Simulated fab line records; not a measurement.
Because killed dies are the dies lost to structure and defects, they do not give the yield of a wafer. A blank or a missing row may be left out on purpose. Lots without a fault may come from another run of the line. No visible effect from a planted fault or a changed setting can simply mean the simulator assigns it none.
Chamber matching / flow nandHarc / NHARC_A_SLIT_DESCUM_14 on rieDiel-01 has 4 sister chambers
The step chemistry O2, time 3 s. 4 wafers are shown with their chamber, then 9 later ones without.

EACH WAFER AND ITS CHAMBER
wafer=L082.6; chamber=3; showerheadPlenumPTorr (Torr)=1.93
wafer=L083.4; chamber=0; showerheadPlenumPTorr (Torr)=1.95
wafer=L088.3; chamber=2; showerheadPlenumPTorr (Torr)=1.89
wafer=L088.6; chamber=1; showerheadPlenumPTorr (Torr)=1.83

WAFERS WITH NO CHAMBER GIVEN
wafer=L090.4; showerheadPlenumPTorr (Torr)=1.95
wafer=L090.5; showerheadPlenumPTorr (Torr)=1.83
wafer=L090.6; showerheadPlenumPTorr (Torr)=1.89
wafer=L093.1; showerheadPlenumPTorr (Torr)=1.92
wafer=L093.5; showerheadPlenumPTorr (Torr)=1.92
wafer=L093.6; showerheadPlenumPTorr (Torr)=1.95
wafer=L096.2; showerheadPlenumPTorr (Torr)=1.92
wafer=L096.4; showerheadPlenumPTorr (Torr)=1.83
wafer=L096.5; showerheadPlenumPTorr (Torr)=1.89

WHICH CHAMBER EACH WENT THROUGH
wafer=L090.4; from the rows above=0; in truth=0
wafer=L090.5; from the rows above=1; in truth=1
wafer=L090.6; from the rows above=2; in truth=2
wafer=L093.1; from the rows above=3; in truth=3
wafer=L093.5; from the rows above=3; in truth=3
wafer=L093.6; from the rows above=0; in truth=0
wafer=L096.2; from the rows above=3; in truth=3
wafer=L096.4; from the rows above=1; in truth=1
wafer=L096.5; from the rows above=2; in truth=2
Correct placement for 9 of the 9. Not placeable from these rows: 0. Number placed wrongly: 0.
How it was worked out, from the rows above alone: a wafer's distance from a chamber is the root of the sum, over the readings, of the square of ((its reading less the chamber's mean) divided by the reading's scatter). The wafer belongs to the nearest chamber; if the next one is less than 2 further off, it can't be placed. For every chamber, the mean is computed from those of its wafers that are shown. The scatter (one wafer shown for each chamber): square how far every hidden wafer sits from the nearest shown wafer, average those squares and take the square root.
